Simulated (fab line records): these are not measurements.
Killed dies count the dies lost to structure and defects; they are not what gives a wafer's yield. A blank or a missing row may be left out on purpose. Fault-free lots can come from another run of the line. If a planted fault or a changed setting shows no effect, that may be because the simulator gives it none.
3 desks, one fault || flow n5 finfet || each desk has only its own numbers; what lay behind them comes last

== FROM THE METROLOGY DESK ==
Means of the sampled wafers that have a number, per lot and without regard to the tool the lot ran on: this is what the gauges read. Marked OUT: a lot whose mean sits more than 4 standard deviations from the usual mean, which makes it out of limits; the brackets give that distance. Of its 24 readings 7 are shown: those that lie furthest out on some lot.
Columns: A = M15_RS at N5_BEOL_M15_RS_MEAS_54, usual 0.0217 ohm/sq; B = etest temp c at N5_BEOL_M15_RC_MEAS_101, usual 25.00 C; C = COMB_M12 at N5_BEOL_M15_RC_MEAS_101, usual 6.7e-12 S/m; D = COMB_M15 at N5_BEOL_M15_RC_MEAS_101, usual 3.2e-12 S/m; E = SERP_M12 at N5_BEOL_M15_RC_MEAS_101, usual 0.634 ohm/um; F = SERP_M13 at N5_BEOL_M15_RC_MEAS_101, usual 0.311 ohm/um; G = SERP_M8 at N5_BEOL_M15_RC_MEAS_101, usual 13.5 ohm/um
{"lot": "L600", "first seen here": "day 13 14:40", "A": 0.0219, "B": 24.84, "C": 7.9e-12, "D": 2.9e-12, "E": 0.609, "F": 0.304, "G": 13.2}
{"lot": "L602", "first seen here": "day 15 04:47", "A": 0.0217, "B": 25.18, "C": 7.1e-12, "D": 3.7e-12, "E": 0.644, "F": 0.307, "G": 13.2}
{"lot": "L608", "first seen here": "day 16 12:01", "A": 0.0209, "B": 25.07, "C": 5.1e-12, "D": 2.4e-12, "E": 0.607, "F": 0.313, "G": 13.2}
{"lot": "L605", "first seen here": "day 16 13:58", "A": 0.0219, "B": 25.04, "C": 4.7e-12, "D": 4.0e-12, "E": 0.619, "F": 0.316, "G": 13.9}
{"lot": "L609", "first seen here": "day 17 03:11", "A": 0.0213, "B": 25.00, "C": 6.3e-12, "D": 3.5e-12, "E": 0.638, "F": 0.310, "G": 13.9}
{"lot": "L615", "first seen here": "day 18 12:46", "A": 0.0213, "B": 24.92, "C": 6.6e-12, "D": 3.4e-12, "E": 0.614, "F": 0.324, "G": 13.7}
{"lot": "L617", "first seen here": "day 19 18:37", "A": 0.0216, "B": 25.11, "C": 7.3e-12, "D": 3.1e-12, "E": 0.637, "F": 0.306, "G": 14.2}
This desk's verdict: no lot among the 7 shows anything out of limits.

== FOR THE TOOL OWNER'S DESK: pvd sputter-02 ==
At N5_MIM_BOT_SPUTTER_00 (material TiN, target thk 35 nm, time 89.7 s) the tool's own readings: per lot run on this tool, the mean of the sampled wafers that have a number. Marked OUT: a lot whose mean sits more than 4 standard deviations from the usual mean, which makes it out of limits; the brackets give that distance.
Columns: A = throttle valve pct at N5_MIM_BOT_SPUTTER_00, usual 30.1 %
{"lot": "L600", "first seen here": "day 13 18:17", "A": 30.3}
{"lot": "L608", "first seen here": "day 16 14:55", "A": 28.9}
{"lot": "L605", "first seen here": "day 16 15:29", "A": 30.4}
{"lot": "L609", "first seen here": "day 17 06:37", "A": 29.5}
{"lot": "L617", "first seen here": "day 19 20:32", "A": 30.6}
This desk's verdict: no lot among the 5 shows anything out of limits.

== THE DEFECT DESK ==
What the inspections along the route counted, lot by lot: means of the sampled wafers that have a number. Marked OUT: a lot whose mean sits more than 4 standard deviations from the usual mean, which makes it out of limits; the brackets give that distance.
Columns: A = raw defect count at N5_BEOL_M15_INSPECT_55, usual 73
{"lot": "L600", "first seen here": "day 13 14:50", "A": 83}
{"lot": "L602", "first seen here": "day 15 04:56", "A": 83}
{"lot": "L608", "first seen here": "day 16 12:10", "A": 79}
{"lot": "L605", "first seen here": "day 16 14:07", "A": 58}
{"lot": "L609", "first seen here": "day 17 03:23", "A": 124}
{"lot": "L615", "first seen here": "day 18 12:55", "A": 103}
{"lot": "L617", "first seen here": "day 19 18:47", "A": 90}
This desk's verdict: no lot among the 7 shows anything out of limits.

== BROUGHT TOGETHER ==
From the metrology desk's view, nothing was out of limits.
The tool owner's desk saw nothing out of limits.
Nothing out of limits was seen by the defect desk.

== WHAT THE SIMULATOR HAD PUT IN ==
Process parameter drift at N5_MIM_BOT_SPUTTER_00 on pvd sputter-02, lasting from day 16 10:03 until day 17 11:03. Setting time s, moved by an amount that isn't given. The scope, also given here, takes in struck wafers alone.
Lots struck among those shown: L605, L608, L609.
